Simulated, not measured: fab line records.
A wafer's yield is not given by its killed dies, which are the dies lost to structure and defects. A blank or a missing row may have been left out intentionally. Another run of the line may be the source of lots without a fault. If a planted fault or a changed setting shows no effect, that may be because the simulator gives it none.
Matching of chambers / flow n5_finfet / N5_BEOL_M6_ETCH_62 on rie_diel-02: 4 sister chambers
The step etches SOC in N2/H2, target depth 110 nm, overetch 22 nm, time 165 s. 16 wafers are shown with their chamber, then 8 later ones without.

== EACH WAFER AND ITS CHAMBER ==
wafer=L074.1; chamber=3; drypump_motor_current_A (A)=6.1; throttle_valve_pct (%)=17.87; oes_product_au (a.u.)=0.61
wafer=L074.2; chamber=1; drypump_motor_current_A (A)=5.4; throttle_valve_pct (%)=17.46; oes_product_au (a.u.)=0.69
wafer=L074.5; chamber=1; drypump_motor_current_A (A)=5.4; throttle_valve_pct (%)=17.46; oes_product_au (a.u.)=0.68
wafer=L075.3; chamber=1; drypump_motor_current_A (A)=5.4; throttle_valve_pct (%)=17.47; oes_product_au (a.u.)=0.69
wafer=L075.4; chamber=3; drypump_motor_current_A (A)=6.1; throttle_valve_pct (%)=17.87; oes_product_au (a.u.)=0.61
wafer=L075.5; chamber=2; drypump_motor_current_A (A)=6.2; throttle_valve_pct (%)=17.34; oes_product_au (a.u.)=0.75
wafer=L077.3; chamber=1; drypump_motor_current_A (A)=5.4; throttle_valve_pct (%)=17.48; oes_product_au (a.u.)=0.68
wafer=L077.4; chamber=0; drypump_motor_current_A (A)=6.2; throttle_valve_pct (%)=17.83; oes_product_au (a.u.)=0.76
wafer=L077.5; chamber=2; drypump_motor_current_A (A)=6.2; throttle_valve_pct (%)=17.34; oes_product_au (a.u.)=0.74
wafer=L084.3; chamber=2; drypump_motor_current_A (A)=6.2; throttle_valve_pct (%)=17.38; oes_product_au (a.u.)=0.72
wafer=L084.5; chamber=0; drypump_motor_current_A (A)=6.2; throttle_valve_pct (%)=17.85; oes_product_au (a.u.)=0.74
wafer=L084.6; chamber=1; drypump_motor_current_A (A)=5.4; throttle_valve_pct (%)=17.51; oes_product_au (a.u.)=0.67
wafer=L086.3; chamber=3; drypump_motor_current_A (A)=6.1; throttle_valve_pct (%)=17.91; oes_product_au (a.u.)=0.59
wafer=L086.4; chamber=0; drypump_motor_current_A (A)=6.3; throttle_valve_pct (%)=17.85; oes_product_au (a.u.)=0.72
wafer=L086.5; chamber=0; drypump_motor_current_A (A)=6.2; throttle_valve_pct (%)=17.86; oes_product_au (a.u.)=0.72
wafer=L091.1; chamber=2; drypump_motor_current_A (A)=6.2; throttle_valve_pct (%)=17.39; oes_product_au (a.u.)=0.70

SIGNATURES (averages over the wafers above)
reading=drypump_motor_current_A; chamber 0=6.225; chamber 1=5.400; chamber 2=6.200; chamber 3=6.100; scatter within a chamber=0.025
reading=throttle_valve_pct; chamber 0=17.8475; chamber 1=17.4760; chamber 2=17.3625; chamber 3=17.8833; scatter within a chamber=0.0211
reading=oes_product_au; chamber 0=0.7350; chamber 1=0.6820; chamber 2=0.7275; chamber 3=0.6033; scatter within a chamber=0.0161
Rule: distance of a wafer from a chamber = root of the sum over the readings of ((wafer's reading minus chamber's mean) / reading's scatter) squared. The wafer belongs to the nearest chamber; if the next one is less than 2 further off, it can't be placed. The scatter: take each reading less its chamber's mean, square it, sum over the shown wafers, divide by the number of wafers less the number of chambers, and take the root.

== WAFERS MISSING THEIR CHAMBER ==
wafer=L091.3; drypump_motor_current_A (A)=6.2; throttle_valve_pct (%)=17.88; oes_product_au (a.u.)=0.73
wafer=L091.6; drypump_motor_current_A (A)=5.4; throttle_valve_pct (%)=17.54; oes_product_au (a.u.)=0.65
wafer=L095.4; drypump_motor_current_A (A)=6.1; throttle_valve_pct (%)=17.40; oes_product_au (a.u.)=0.70
wafer=L095.5; drypump_motor_current_A (A)=5.4; throttle_valve_pct (%)=17.54; oes_product_au (a.u.)=0.65
wafer=L095.6; drypump_motor_current_A (A)=6.2; throttle_valve_pct (%)=17.88; oes_product_au (a.u.)=0.71
wafer=L096.1; drypump_motor_current_A (A)=6.1; throttle_valve_pct (%)=17.96; oes_product_au (a.u.)=0.58
wafer=L096.3; drypump_motor_current_A (A)=6.2; throttle_valve_pct (%)=17.43; oes_product_au (a.u.)=0.69
wafer=L096.5; drypump_motor_current_A (A)=6.2; throttle_valve_pct (%)=17.42; oes_product_au (a.u.)=0.69

== EACH ONE'S CHAMBER ==
wafer=L091.3; from the rows above=0; in truth=0
wafer=L091.6; from the rows above=1; in truth=1
wafer=L095.4; from the rows above=2; in truth=2
wafer=L095.5; from the rows above=1; in truth=1
wafer=L095.6; from the rows above=0; in truth=0
wafer=L096.1; from the rows above=3; in truth=3
wafer=L096.3; from the rows above=2; in truth=2
wafer=L096.5; from the rows above=2; in truth=2
Placed correctly: 8 of 8. Number that these rows cannot place: 0. Number placed wrongly: 0.
